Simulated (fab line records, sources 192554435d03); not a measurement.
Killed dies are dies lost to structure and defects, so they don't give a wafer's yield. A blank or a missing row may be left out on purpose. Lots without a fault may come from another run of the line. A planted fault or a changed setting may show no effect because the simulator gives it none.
fab line records | flow n5_finfet
record lots=4 wafers=12 last_day=17
route steps=1938 shown MOL_CONTACT_COAG@605 BEOL_M0_SAQP@632 BEOL_M4@1111 PASSIVATION@1936
lots that met no fault: from a run of the same line without faults
start_h: hours from the record's first day to the start of the lot's first wafer shown | wait_h: hours since the lot's step before | " the same as in the row above | L1.1+2: a row that stands for several wafers | - no value, or no start given | * or withheld: withheld | < > ~ a bound
route shown NAME@n: a module of which the file shows steps, and the number in the route of the first | usual: mean/standard deviation of fault-free wafers | same: alike in all rows | chamber/n: place in a boat | sites: the reading at each site | _std_site: their standard deviation | _edge_site: outer sites' mean less inner sites' | radius_mm: how far each site lies from the wafer's centre | mask NAME#n: copy n | behind: the tool/chamber that last shaped the wafer | hold: why the lot was held/for how many hours/how that ended | device: the transistor (n, p or np) that didn't switch | end of line: the same wafers' tests at the end of the route | a step without rows: its recipe alone | killed: dies lost to structure and defects at the first sort, not the wafer's yield | map: a wafer's dies, x killed, . not, _ none there
set.NAME: the setting as run; set.NAME@STEP: as run at that earlier step | model.NAME: the simulator's own value behind a step, which no gauge read
lots at some steps of the route; a table a step, a row a wafer
services: from which hour (start_h, from the record's first day; less than 0 if before it) a tool's chamber was out of use, for how many hours, and why
## steps
# step N5_MOL_CONTACT_COAG_DESCUM_45
# recipe chemistry=O2 time_s=7 source_power_w=50 bias_power_w=20 pressure_mtorr=20 rf_frequency_hz=2.712e+07 temp_c=40 resist=CAR-EUV o2_flow_sccm=225
# step N5_MOL_CONTACT_COAG_ETCH_65
# recipe chemistry=N2/H2 target=underlayer target_depth_a=130 mask_material=CAR-EUV time_s=10.4 ion_energy_ev=200 pressure_mtorr=30 source_w=840 bias_w=150 n2_flow_sccm=200 h2_flow_sccm=200 ends=cleared
# step N5_MOL_CONTACT_COAG_ETCH_66
# recipe chemistry=CF4 target=SiARC target_depth_a=130 mask_material=CAR-EUV time_s=21.7 ion_energy_ev=80 pressure_mtorr=40 source_w=545 bias_w=36 Ar_flow_sccm=100 cf4_flow_sccm=100 ends=cleared
# step N5_MOL_CONTACT_COAG_ALD_133
# recipe material=SiO2 target_thk_a=50 temp_c=100 ald_precursor_family=BDEAS ald_co_reactant=O2-plasma pulse_time_s=1 co_reactant_pulse_time_s=1 purge_time_s=2 co_reactant_purge_time_s=2 ald_cycles=35 pressure_torr=2
# step N5_MOL_CONTACT_COAG_ETCHBACK_134
# recipe chemistry=CHF3 target=SiO2 target_depth_a=100 time_s=6.7 ion_energy_ev=200 pressure_mtorr=30 source_w=610 bias_w=170 Ar_flow_sccm=200 CHF3_flow_sccm=50
# step N5_MOL_CONTACT_COAG_ETCH_67
# recipe chemistry=N2/H2 target=SOC target_depth_a=600 overetch_a=210 mask_material=SiARC temp_c=40 time_s=101.2 ion_energy_ev=200 pressure_mtorr=30 source_w=840 bias_w=150 n2_flow_sccm=200 h2_flow_sccm=200
# step N5_MOL_CONTACT_COAG_STRIP_68
# recipe chemistry=N2/H2 temp_c=40 n2_flow_sccm=200 h2_flow_sccm=200 rf_frequency_hz=6e+07
# step N5_MOL_CONTACT_COAG_STRIP_69
# recipe chemistry=N2/H2 temp_c=40 n2_flow_sccm=200 h2_flow_sccm=200 rf_frequency_hz=6e+07
# step N5_MOL_CONTACT_COAG_ETCHBACK_136
# recipe chemistry=CHF3 target=SiO2 target_depth_a=250 time_s=16.7 ion_energy_ev=200 pressure_mtorr=30 source_w=610 bias_w=170 Ar_flow_sccm=200 CHF3_flow_sccm=50
# step N5_MOL_CONTACT_COAG_STRIP_120
# recipe chemistry=CHF3 resist=SiARC rf_frequency_hz=6e+07
# step N5_MOL_CONTACT_COAG_VIA_ETCH_117
# recipe chemistry=C4F6/O2 target_depth_a=400 overetch_a=80 mask_material=SOC target=SiO2 bias_w=455 pressure_mtorr=10 time_s=26 source_w=325 Ar_flow_sccm=300 C4F6_flow_sccm=10 O2_flow_sccm=10 ion_energy_ev=575.3 ends=end_point
# usual drypump_motor_current_A=5.9/0.38 oes_product_au=0.70/0.069 rf_vpp_V=1591/28 showerhead_plenum_p_Torr=2.82/0.086 throttle_valve_pct=41.1/0.4
# columns lot.wafer tool chamber start_h wait_h drypump_motor_current_A oes_product_au rf_hours_counter_h rf_vpp_V showerhead_plenum_p_Torr throttle_valve_pct model.etch.depth_nm model.MOL_CONTACT_COAG.feature_depth_nm model.SOC_of_MOL_CONTACT_COAG_COAT_62.thk_nm
L327.1 rie_diel-03 3 153.43 0.0 5.9 0.65 173 1615 2.72 41.2 40.43 40.4 51.6
L327.2 " 2 " " 5.7 0.69 118 1541 2.87 41.0 39.64 39.6 51.6
L327.5 " 2 " " 5.7 0.70 - 1542 2.87 40.9 39.73 39.8 51.6
L332.3 rie_diel-03 3 185.54 0.0 5.9 0.65 185 1615 2.71 41.2 40.35 40.4 51.6
L332.5 " 0 " " 6.1 0.67 - 1601 2.72 40.4 40.46 40.4 51.4
L332.6 " 1 " " 6.6 0.63 - 1556 2.80 41.2 38.85 38.8 52.6
L334.2 rie_diel-03 1 194.14 0.0 6.6 0.63 230 1555 2.80 41.2 39.04 39 52.4
L334.3 " 0 " " 6.1 0.68 130 1600 2.72 40.4 40.41 40.4 51.2
L334.4 " 3 " " 5.9 0.65 188 1613 2.71 41.2 40.48 40.4 51.4
L341.1 rie_diel-04 2 240.32 0.0 6.1 0.63 244 1617 2.79 41.2 40.1 40 51.8
L341.2 " 3 " " 5.1 0.76 50 1633 2.87 41.5 39.61 39.6 51.4
L341.4 " 1 " " 6.3 0.72 107 1556 2.75 40.6 39.99 40 51.6
# step N5_MOL_CONTACT_COAG_ETCH_124
# recipe chemistry=CH3F/O2 target=SiNx target_depth_a=65 mask_material=SOC stop_on=SiOC over_etch_frac=0.3 ion_energy_ev=120 pressure_mtorr=30 source_w=395 bias_w=73 Ar_flow_sccm=150 CH3F_flow_sccm=30 O2_flow_sccm=20 ends=end_point
# usual drypump_motor_current_A=5.9/0.38 oes_product_au=0.67/0.068 rf_vpp_V=298/5.6 showerhead_plenum_p_Torr=1.99/0.062 throttle_valve_pct=16.28/0.18
# columns lot.wafer tool chamber start_h wait_h drypump_motor_current_A oes_product_au rf_hours_counter_h rf_vpp_V showerhead_plenum_p_Torr throttle_valve_pct
L327.1 rie_diel-03 3 153.46 0.0 5.9 0.62 173 302 1.91 16.56
L327.2 " 2 " " 5.7 0.67 118 288 2.02 16.20
L327.5 " 2 " " 5.7 0.67 - 288 2.02 16.20
L332.3 rie_diel-03 3 185.57 0.0 5.9 0.62 185 302 1.91 16.57
L332.5 " 0 " " 6.0 0.64 - 300 1.91 16.20
L332.6 " 1 " " 6.6 0.30 - 292 1.97 16.53
L334.2 rie_diel-03 1 194.17 0.0 6.6 0.33 230 293 1.97 16.53
L334.3 " 0 " " 6.1 0.64 130 301 1.91 16.23
L334.4 " 3 " " 5.9 0.61 188 303 1.91 16.58
L341.1 rie_diel-04 2 240.35 0.0 6.1 0.60 244 304 1.96 16.46
L341.2 " 3 " " 5.1 0.74 50 306 2.02 16.34
L341.4 " 1 " " 6.3 0.69 107 292 1.93 16.01
# step N5_MOL_CONTACT_COAG_ETCH_48
# recipe chemistry=C4F6/O2 target_depth_a=150 overetch_a=45 mask_material=SOC target=SiOC bias_w=465 pressure_mtorr=10 time_s=17 source_w=335 Ar_flow_sccm=300 C4F6_flow_sccm=10 O2_flow_sccm=10 ion_energy_ev=576
# usual drypump_motor_current_A=5.9/0.38 oes_product_au=0.65/0.069 rf_vpp_V=1593/28 showerhead_plenum_p_Torr=2.82/0.086 throttle_valve_pct=40.6/0.39
# columns lot.wafer tool chamber start_h wait_h drypump_motor_current_A oes_product_au rf_hours_counter_h rf_vpp_V showerhead_plenum_p_Torr throttle_valve_pct model.SOC_of_MOL_CONTACT_COAG_COAT_62.thk_nm
L327.1 rie_diel-03 3 153.50 0.0 5.9 0.62 173 1618 2.72 40.7 45.8
L327.2 " 2 " " 5.7 0.66 118 1543 2.87 40.5 45.8
L327.5 " 2 " " 5.6 0.67 - 1543 2.87 40.5 45.8
L332.3 rie_diel-03 3 185.61 0.0 5.9 0.57 185 1618 2.71 40.7 46
L332.5 " 0 " " 6.1 0.59 - 1604 2.72 39.9 45.8
L332.6 " 1 " " 6.6 0.27 - 1560 2.80 40.6 47
L334.2 rie_diel-03 1 194.21 0.0 6.6 0.28 230 1559 2.80 40.6 46.8
L334.3 " 0 " " 6.0 0.64 130 1602 2.72 39.9 45.4
L334.4 " 3 " " 5.9 0.60 188 1617 2.71 40.7 45.8
L341.1 rie_diel-04 2 240.39 0.0 6.1 0.55 244 1620 2.79 40.7 46
L341.2 " 3 " " 5.2 0.70 50 1634 2.87 41.0 45.8
L341.4 " 1 " " 6.3 0.64 107 1558 2.75 40.1 46
# step N5_MOL_CONTACT_COAG_STRIP_72
# recipe chemistry=N2/H2 power_w=450 temp_c=40 pressure_mtorr=20 rf_frequency_hz=6e+07 overash_fraction=3 bias_power_w=7 h2_frac=0.5 n2_flow_sccm=200 h2_flow_sccm=200
# step N5_MOL_CONTACT_COAG_STRIP_49
# recipe chemistry=N2/H2 time_s=30 power_w=1000 temp_c=250 pressure_mtorr=withheld n2_flow_sccm=1750 h2_flow_sccm=3250
# step N5_MOL_CONTACT_COAG_PRECLEAN_138
# recipe chemistry=alkaline_clean temp_c=60 time_s=60 do_ppb=50
# step N5_MOL_CONTACT_COAG_SRD_139
# recipe dry=ipa_marangoni time_s=30 temp_c=23 rinse_liquid=diw
# step N5_MOL_CONTACT_COAG_PRE_CLEAN_121
# recipe gas=H2/He time_s=* temp_c=withheld
# step N5_MOL_CONTACT_COAG_CVD_140
# recipe material=W target_thk_a=665 mode=selective_fill temp_c=300 time_s=215
# step N5_MOL_CONTACT_COAG_PRECLEAN_127
# recipe chemistry=DIW time_s=57.5 temp_c=23
# step N5_MOL_CONTACT_COAG_SRD_128
# recipe dry_time_s=32 dry=n2_spin spin_rpm=1500
# step N5_MOL_CONTACT_COAG_CMP_52
# recipe stop_on=SiO2 t_overpolish_s=1.5 post_cmp_clean=w_dilute_nh4oh down_force_psi=4 platen_rpm=50.289 pad_velocity_m_s=1.0006 target_thk_nm=66.5
# step N5_MOL_CONTACT_COAG_ANNEAL_112
# recipe temp_c=400 time_s=1800 ambient=HPD2 pressure_atm=10
# step N5_BEOL_M0_SAQP_PECVD_00
# recipe material=SiCN target_thk_a=80 temp_c=withheld precursor=3MS/NH3 pressure_torr=3 rf_w=202 time_s=14
# step N5_BEOL_M0_SAQP_ILD_DEP_01
# recipe material=SiOC target_thk_a=454.19 temp_c=350 precursor=DEMS/O2 pressure_torr=5 rf_w=500 time_s=8.7
# step N5_BEOL_M0_SAQP_HM_DEP_02
# recipe material=TiN target_thk_a=120 temp_c=25 chamber_pressure_pa=0.49996
# step N5_BEOL_M0_SAQP_PECVD_03
# recipe material=SiCN target_thk_a=120 temp_c=withheld precursor=3MS/NH3 pressure_torr=3 rf_w=202 time_s=21.1
# step N5_BEOL_M0_SAQP_PECVD_96
# recipe material=a-Si target_thk_a=450 temp_c=350 precursor=SiH4/He pressure_torr=3 rf_w=100 time_s=45.2
# step N5_BEOL_M0_SAQP_PECVD_97
# recipe material=SiNx target_thk_a=230 temp_c=350 precursor=SiH4/NH3/N2 pressure_torr=1.5 rf_w=300 time_s=19.9
# step N5_BEOL_M0_SAQP_PECVD_04
# recipe material=a-Si target_thk_a=600 temp_c=350 precursor=SiH4/He pressure_torr=3 rf_w=100 time_s=60.2
# step N5_BEOL_M0_SAQP_HM_DEP_111
# recipe material=SiO2 target_thk_a=120 temp_c=400 precursor=SiH4/N2O pressure_torr=0.75 rf_w=275 time_s=7.2
# step N5_BEOL_M0_SAQP_COAT_81
# recipe resist=SOC temp_c=250 time_s=60 spin_rpm=1500 resist_thk_nm=100
# step N5_BEOL_M0_SAQP_COAT_82
# recipe resist=SiARC temp_c=220 time_s=60 spin_rpm=1500 resist_thk_nm=30
# step N5_BEOL_M0_SAQP_COAT_08
# recipe resist=CAR-ArF spin_rpm=1500 resist_thk_nm=90
# step N5_BEOL_M0_SAQP_EBR_10
# recipe solvent=PGMEA ebr_width_mm=1.5
# step N5_BEOL_M4_RC_MEAS_101
# usual DIBL_N=37.2/1.9 DIBL_P=37.3/2.2 IOFF_N=0.18/0.038 IOFF_P=0.22/0.039 ION_N=678/11 ION_P=462/6.9 SS_N=71.8/0.68 SS_P=73.5/0.65 VT_N=249/3.4 VT_P=-250/3.2
# columns lot.wafer tool chamber start_h wait_h DIBL_N[mV/V] DIBL_P[mV/V] IOFF_N[nA/um] IOFF_P[nA/um] ION_N[uA/um] ION_P[uA/um] SS_N[mV/dec] SS_P[mV/dec] VT_N[mV] VT_P[mV]
L327.1 prober-01 0 223.96 0.0 37.1 35.9 0.13 0.20 659 459 71.5 73.1 255 -252
L327.2 " 0 " " 36.6 36.2 0.14 0.21 671 468 71.2 72.7 253 -248
L327.5 " 0 " " 38.7 38.8 0.18 0.25 682 464 71.9 73.2 246 -250
L332.3 prober-01 0 264.65 0.3 37.4 34.4 0.16 0.19 667 457 71.7 72.7 249 -250
L332.5 " 0 " " 36.1 32.9 0.13 0.17 664 457 71.0 72.4 253 -252
L334.3 prober-01 0 267.52 0.3 33.4 35.4 0.14 0.17 666 454 71.2 72.6 252 -254
L334.4 " 0 " " 37.0 39.4 0.21 0.23 686 464 72.8 73.9 247 -251
L341.1 prober-02 0 310.12 0.0 33.7 34.0 0.12 0.16 668 455 70.9 72.6 254 -253
L341.2 " 0 " " 34.2 33.8 0.12 0.16 669 454 70.7 73.1 254 -255
L341.4 " 0 " " 38.9 40.4 0.23 0.25 689 466 72.7 74.6 246 -251
# step N5_PASSIVATION_PROBE_49
# usual defect_limited_yield=91.2/1.6 killed_at_M0_to_M3=31/10 killed_at_M4_up=14/4.4 killed_at_contacts=13/6 killed_at_front_end=43/13 killed_at_other=3.5/2.6 killed_dies=104/18 killed_on_rim=14/4.6 killed_open=68/14 killed_short=34/8.1 sort_bin_5_function=5.1/1.1 sort_bin_6_memory=3.3/0.68 sort_n_pass=1076/18 sort_yield_pct=91.2/1.6
# same gross_dies=1180 killed_at_back_side=0 sort_bin_4_leakage[%]=0 sort_bin_8_speed[%]=0
# columns lot.wafer tool chamber start_h wait_h defect_limited_yield[%] killed_at_M0_to_M3 killed_at_M4_up killed_at_contacts killed_at_front_end killed_at_other killed_dies killed_on_rim killed_open killed_short sort_bin_5_function[%] sort_bin_6_memory[%] sort_n_pass sort_yield_pct[%]
L327.1 prober-01 - 331.49 0.0 91.4 31 16 9 43 3 102 11 62 35 4.2 3.5 1078 91.4
L327.2 prober-01 - 331.54 0.1 90.5 31 15 14 49 3 112 12 68 44 5.3 3.6 1068 90.5
L327.5 prober-01 - 331.69 0.2 93.1 31 4 8 36 3 82 8 51 27 4.0 2.5 1098 93.1
L332.3 prober-01 - 368.18 0.1 90.9 19 18 17 49 4 107 20 72 35 5.8 3.0 1073 90.9
L332.5 prober-01 - 368.28 0.2 90.9 26 18 15 48 0 107 15 79 27 4.6 4.4 1073 90.9
L332.6 prober-01 - 368.33 0.3 6.9 27 27 1004 38 2 1098 152 66 39 89.3 3.6 82 6.9
L334.2 prober-01 - 382.08 0.1 7.9 27 17 978 64 1 1087 151 89 34 88.1 3.8 93 7.9
L334.3 prober-01 - 382.13 0.1 87.8 45 14 24 59 2 144 21 102 41 7.1 5.1 1036 87.8
L334.4 prober-01 - 382.18 0.2 88.9 40 12 17 59 3 131 18 89 42 6.7 4.1 1049 88.9
L341.1 prober-01 - 419.45 0.0 89.2 35 11 22 56 3 127 18 101 25 6.6 4.1 1053 89.2
L341.2 prober-01 - 419.50 0.1 91.3 32 12 9 50 0 103 12 63 39 4.7 3.6 1077 91.3
L341.4 prober-01 - 419.60 0.2 89.2 27 16 24 53 7 127 20 85 35 5.6 4.7 1053 89.2
# killed by level:class
L327.1 MOL_CONTACT_COAG:geometric_particle:open=8 BEOL_M1:geometric_particle:open=8 BEOL_M4:geometric_particle:open=8 FIN_SAQP:geometric_particle:short=7 GATE_CUT:geometric_particle:open=7 BEOL_M2:geometric_particle:short=7 STI_FIN_REVEAL:geometric_particle:open=6 BEOL_M2:geometric_particle:open=6
L327.2 FIN_SAQP:geometric_particle:open=11 FIN_SAQP:geometric_particle:short=10 STI_FIN_REVEAL:geometric_particle:open=9 MOL_CONTACT_COAG:geometric_particle:open=9 BEOL_M0_SAQP:geometric_particle:open=8 GATE_CUT:geometric_particle:short=6 BEOL_M2:geometric_particle:short=6 BEOL_M4:geometric_particle:open=6
L327.5 MOL_CONTACT_COAG:geometric_particle:open=8 BEOL_M0_SAQP:geometric_particle:short=8 FIN_SAQP:geometric_particle:open=6 DUMMY_GATE:geometric_particle:open=6 BEOL_M3:geometric_particle:open=6 FIN_SAQP:geometric_particle:short=5 BEOL_M0_SAQP:geometric_particle:open=5 BEOL_M2:geometric_particle:short=4
L332.3 MOL_CONTACT_COAG:geometric_particle:open=14 STI_FIN_REVEAL:geometric_particle:open=10 DUMMY_GATE:geometric_particle:open=8 BEOL_M4:geometric_particle:open=6 BEOL_M2:geometric_particle:open=5 BEOL_M6:geometric_particle:open=5 FIN_SAQP:geometric_particle:open=4 ILD0:geometric_particle:open=4
L332.5 MOL_CONTACT_COAG:geometric_particle:open=14 STI_FIN_REVEAL:geometric_particle:open=11 DUMMY_GATE:geometric_particle:open=11 BEOL_M0_SAQP:geometric_particle:open=11 BEOL_M4:geometric_particle:open=8 STI_FIN_REVEAL:geometric_particle:short=5 DUMMY_GATE:geometric_particle:short=4 GATE_CUT:geometric_particle:open=4
L332.6 MOL_CONTACT_COAG:area_etch=993 FIN_SAQP:geometric_particle:short=12 MOL_CONTACT_COAG:geometric_particle:open=10 BEOL_M0_SAQP:geometric_particle:open=10 BEOL_M4:geometric_particle:open=10 BEOL_M4:geometric_particle:short=6 FIN_SAQP:geometric_particle:open=5 BEOL_M0_SAQP:geometric_particle:short=5
L334.2 MOL_CONTACT_COAG:area_etch=964 STI_FIN_REVEAL:geometric_particle:open=24 MOL_CONTACT_COAG:geometric_particle:open=9 BEOL_M2:geometric_particle:open=9 FIN_SAQP:geometric_particle:open=7 ILD0:geometric_particle:short=7 BEOL_M5:geometric_particle:open=6 STI_FIN_REVEAL:geometric_particle:short=5
L334.3 MOL_CONTACT_COAG:geometric_particle:open=20 BEOL_M2:geometric_particle:open=13 FIN_SAQP:geometric_particle:open=12 BEOL_M0_SAQP:geometric_particle:short=11 DUMMY_GATE:geometric_particle:open=10 STI_FIN_REVEAL:geometric_particle:open=8 BEOL_M3:geometric_particle:open=6 GATE_CUT:geometric_particle:short=5
L334.4 FIN_SAQP:geometric_particle:open=14 MOL_CONTACT_COAG:geometric_particle:open=12 STI_FIN_REVEAL:geometric_particle:open=11 BEOL_M2:geometric_particle:open=8 BEOL_M1:geometric_particle:open=8 FIN_SAQP:geometric_particle:short=6 BEOL_M0_SAQP:geometric_particle:short=6 BEOL_M0:geometric_particle:open=6
L341.1 MOL_CONTACT_COAG:geometric_particle:open=18 STI_FIN_REVEAL:geometric_particle:open=16 FIN_SAQP:geometric_particle:open=13 BEOL_M2:geometric_particle:open=9 BEOL_M3:geometric_particle:open=9 BEOL_M4:geometric_particle:open=9 DUMMY_GATE:geometric_particle:open=5 GATE_CUT:geometric_particle:short=5
L341.2 FIN_SAQP:geometric_particle:short=13 FIN_SAQP:geometric_particle:open=11 MOL_CONTACT_COAG:geometric_particle:open=8 BEOL_M2:geometric_particle:open=8 BEOL_M1:geometric_particle:open=7 STI_FIN_REVEAL:geometric_particle:open=6 GATE_CUT:geometric_particle:open=5 BEOL_M0_SAQP:geometric_particle:short=4
L341.4 MOL_CONTACT_COAG:geometric_particle:open=22 STI_FIN_REVEAL:geometric_particle:open=13 FIN_SAQP:geometric_particle:short=12 FIN_SAQP:geometric_particle:open=9 BEOL_M3:geometric_particle:open=9 GATE_CUT:geometric_particle:short=7 BEOL_M2:geometric_particle:open=7 BEOL_M4:geometric_particle:open=5
# map L332.6 (x killed, . not)
_________________xxxxxxxxxxxx________________
______________xxxxxxxxxxxxxxxxxx_____________
___________xxxxxxxxxxxxxxxxxxxxxxxx__________
__________xxxxxxxxxxxxxxxxxxxxxxxxxx_________
________xxxxxxxxxxxxxxxxxxxxxxxxxxxxxx_______
_______xxxxxxxxxxxxxxxxxxxxxxxxxxxxxxxx______
______xxxxxxxxxxxxxxxxxxxxxxxxxxxxxxxxxx_____
_____xxxxxxxxxxxxxxxxxxxxxxxxxxxxxxxxxxxx____
____xxxxxxxxxxxxxxxxxxxxxxxxxxxxxxxxxxxxxx___
___xxxxxxxxxxxxxxxxxxxxxxxxxxxxxxxxxxxxxxxx__
___xxxxxxxxxxxxxxxxxxxxx.xxxxxxxxxxxxxxxxxx__
__xxxxxxxxxxxxxxxxxxxxx.x..xxxxxxxxxxxxxxxxx_
__xxxxxxxxxxxxxxxxxxxxxxxxxxxxxxxxxxxxxxxxxx_
_xxxxxxxxx..xxxxxxxxxxxxxxx.xxxxxxxxxxxxxxxxx
_xxxxxxxxxxxxxxxxxx.x..xxx.xxxxxxxxxxxxxxxxxx
_xxxxxxxxxxxxxxxxxxxxx...xxxxxxxxxxxxxxxxxxxx
_xxxxxx.x.xxxxxxxx.xx.xxxxxx.xx.xxxxxxxxxxxxx
_xxx.xxxxxxxxxx.xxx....x.xx.xxx.x.xxxxxxxxxxx
_xxxxxxxxxxxxxxxxxx.xxx.x.x.xx..xxxxxxxxxxxxx
_xxxxxxxxxxxxxxxxxx.xx..xx...xx....xxxxxxxxxx
_xxxxxxxxxxxxxxxx.xxxxxxx.......xx..xxxxxxxxx
__xxxxxxxxxxxxxxxxxxxxxx.xxx.x.x.x..xxxxxxxx_
__xxxxxxxxxxxxxxxxxxxxxx.xxxx....xxx.xxxxxxx_
___xxxxxxxxxxxxxxxxxxxxxxxxxxx...x...xxxxxx__
___xxxxxxxxxxxxxxxxx.xxxxxx.x..x.xx.xxxxxxx__
____xxxxxxxxxxxx.xxxxxxxxxxxxxxxxxxxxxxxxx___
_____xxxxxxxxxxxxx.xxxxxxxxxxxxxxxxxxxxxx____
______xxxxxxxxxxxxxxxxxxxxxxxxxxxxxxxxxx_____
_______xxxxxxxxxxxxxxxxxxxxxxxxxxxxxxxx______
________xxxxxxxxxxxxxxxxxxxxxxxxxxxxxx_______
__________xxxxxxxxxxxxxxxxxxxxxxxxxx_________
___________xxxxxxxxxxxxxxxxxxxxxxxx__________
______________xxxxxxxxxxxxxxxxxx_____________
_________________xxxxxxxxxxxx________________
# map L334.2 (x killed, . not)
_________________.xxxxxxxxxxx________________
______________xxxxxxx.xxxxxxxxxx_____________
___________xxxxx..xxxxxxxxxxxxxxxxx__________
__________xxxxxxx....xxxxxxxxxxxxxxx_________
________xxxxxxxxx.x.xxxxxxxxxxxxxxxxxx_______
_______xxxxxxxxxx.xxx.xxxxxxxxxxxxxxxxx______
______xxxxxxxxxxxxxxxx.xxxxxxxxxxxxxxxxx_____
_____xxxxxxxxxxxxxxxxxxxxxxxxxxxxxxxxxxxx____
____xxxxxxxxxxxxxxxxx.xxxxxxxxxxxxxxxxxxxx___
___xxxxxxxxxxxxxxxx.xxxxx.xxxxxxxxxxxxxxxxx__
___xxxxxxxxxxxxxxxxxxxx.xxxxxxxxxxxxxxxxxxx__
__xxxxxxxxxxxxxxxxxxxxxxxx.xxxxxxxxxxxxxxxxx_
__xxxxxxxxxxxxxxxxx.xxxx.xx..xxxxxxxxxxxxxxx_
_xxxxxxxxxxxxxxxxxxxxxxx..xxxxxxxxxxxxxxxxxxx
_xxxxxxxxxxxxxx.xxx.xxx.x.....xxxxxxxxxxxxxxx
_xxxxxxxxxxxxxxxxxxx.xx....xxxxxxxxxxxxxxxxxx
_xxxxxxxxx.x.xx..xxx.......xxx.xxxxxxxxxxxxxx
_xxxxxxxx.x..xxxxxxx...x.x.xxxxxxxxxxxxxxxxxx
_xxxxxxxxxxxxx...x...x.x....xx.xxx.xxxxxxxxxx
_xxxxxxxxxxxxx.xx.xxx.xx..xxxxxxxx..xxxxxxxxx
_xxxxxxxxxxx.xxxxxxxxx.xxxxxxxxxx.xxxxxxxxxxx
__xxxxxxxxxxxxxxxxx.xxxxxxxx.xxx.x.xx.xxxxxx_
__xxxxxxxxxxxxxxxxx.xxxxxxxxxxxxxx.x.xxxxxxx_
___xxxxxxxxxxxxxxxxxxxxxxxxxxxxxxx...xxxxxx__
___xxxxxxxxxxxxxxxxxxxxxxxxxx.xxxxx.xxxxxxx__
____xxxxxxxxxxxxxxxxxxxxxxxxxxxxxxxxxxxxxx___
_____xxxxxxxxxxxxxxxxxxxxxxxxxxxxxxxxxxxx____
______xxxxxxxxxxxxxxxxxxxxxxxxxxxxxxxxxx_____
_______xxxxxxxxxxxxxxxxxxxxxxxxxxxxxxxx______
________xxxxxxxxxxxxxxxxxxxxxxxxxxxxxx_______
__________xxxxxxxxxxxxxxxxxxxxxxxxxx_________
___________xxxxxxxxxxxxxxxxxxxxxxxx__________
______________xxxxxxxxxxxxxxxxxx_____________
_________________xxxxxxxxxxxx________________
## services
# columns tool chamber start_h hours kind
rie_diel-04 0 144.21 - clean
rie_diel-04 0 144.21 - consumable_replace:focus_ring
rie_diel-04 0 144.21 - consumable_replace:showerhead
rie_diel-04 0 144.21 16.1 scheduled_down
rie_diel-04 0 144.21 16.1 vent_cycle
rie_diel-04 3 229.55 4.3 repair
## key
first_sign step=N5_MOL_CONTACT_COAG_ETCH_124 reading=oes_product_au direction=down sigmas=5.2 usual=0.67 struck=0.32
effect step=N5_MOL_CONTACT_COAG_ETCH_48 reading=oes_product_au direction=down sigmas=5.4 usual=0.65 struck=0.27
effect step=N5_PASSIVATION_PROBE_49 reading=killed_at_contacts direction=up sigmas=99+ usual=13 struck=991
model_effect step=N5_MOL_CONTACT_COAG_VIA_ETCH_117 value=etch.depth_nm without=40.57 struck=38.94
model_effect step=N5_MOL_CONTACT_COAG_ETCH_48 value=SOC_of_MOL_CONTACT_COAG_COAT_62.thk_nm without=45.9 struck=46.9
more_kills_born_at N5_MOL_CONTACT_COAG_VIA_ETCH_117@rie_diel-03=1957
met_at N5_MOL_CONTACT_COAG_VIA_ETCH_117
struck_wafers L332.6,L334.2
later_rows_left_out L332.6,L334.2
onset_between 153.43 185.54
fault kind=process_parameter_drift tool=rie_diel-03 chamber=- onset_h=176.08 steps=N5_MOL_CONTACT_COAG_VIA_ETCH_117 channel=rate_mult offset=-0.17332 shape=step end_h=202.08 scope=struck_wafers_only
# later_rows_left_out: the simulator's readings of these wafers behind a module that went badly wrong aren't trusted and aren't shown, but for the sort
